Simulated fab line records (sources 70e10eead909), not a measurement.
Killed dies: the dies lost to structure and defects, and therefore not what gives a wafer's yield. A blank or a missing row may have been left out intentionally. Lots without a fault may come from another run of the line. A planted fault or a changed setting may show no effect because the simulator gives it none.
Matching of chambers -- flow nand_harc -- NHARC_A_CHANNEL_FILL_D1_CMP_10 on cmp-02: 4 sister chambers
The step polishes, target thk 150 nm. 4 wafers are shown with their chamber, then 11 later ones without.

WAFERS WITH THEIR CHAMBER
wafer,chamber,motor_current_A (A)
L082.2,0,13.3
L085.3,3,11.0
L085.6,1,10.6
L087.1,2,9.6

WAFERS MISSING THEIR CHAMBER
wafer,motor_current_A (A)
L087.2,10.9
L087.5,13.9
L089.3,13.3
L089.4,11.2
L089.5,11.8
L095.3,13.2
L095.4,11.6
L095.6,11.3
L095.1,10.5
L095.2,11.7
L095.5,10.4

THE CHAMBER EACH PASSED THROUGH
wafer,from the rows above,in truth
L087.2,can't be placed: 3 or 1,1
L087.5,0,0
L089.3,0,0
L089.4,can't be placed: 3 or 1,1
L089.5,can't be placed: 3 or 1 or 0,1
L095.3,0,0
L095.4,can't be placed: 3 or 1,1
L095.6,can't be placed: 3 or 1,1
L095.1,can't be placed: 1 or 3 or 2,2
L095.2,can't be placed: 3 or 1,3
L095.5,can't be placed: 1 or 3 or 2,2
Placed correctly: 3 of 11. From these rows, 8 cannot be placed; in 8 the true chamber is one of the candidates. Wrongly placed: 0.
How it was worked out, from the rows above alone: a wafer's distance from a chamber is the root of the sum, over the readings, of the square of ((its reading less the chamber's mean) divided by the reading's scatter). The wafer belongs to the nearest chamber; if the next one is less than 2 further off, it can't be placed. For every chamber, the mean is computed from those of its wafers that are shown. The scatter: with one shown wafer a chamber, the root of the mean of the squares of how far each hidden wafer lies from its nearest shown one.
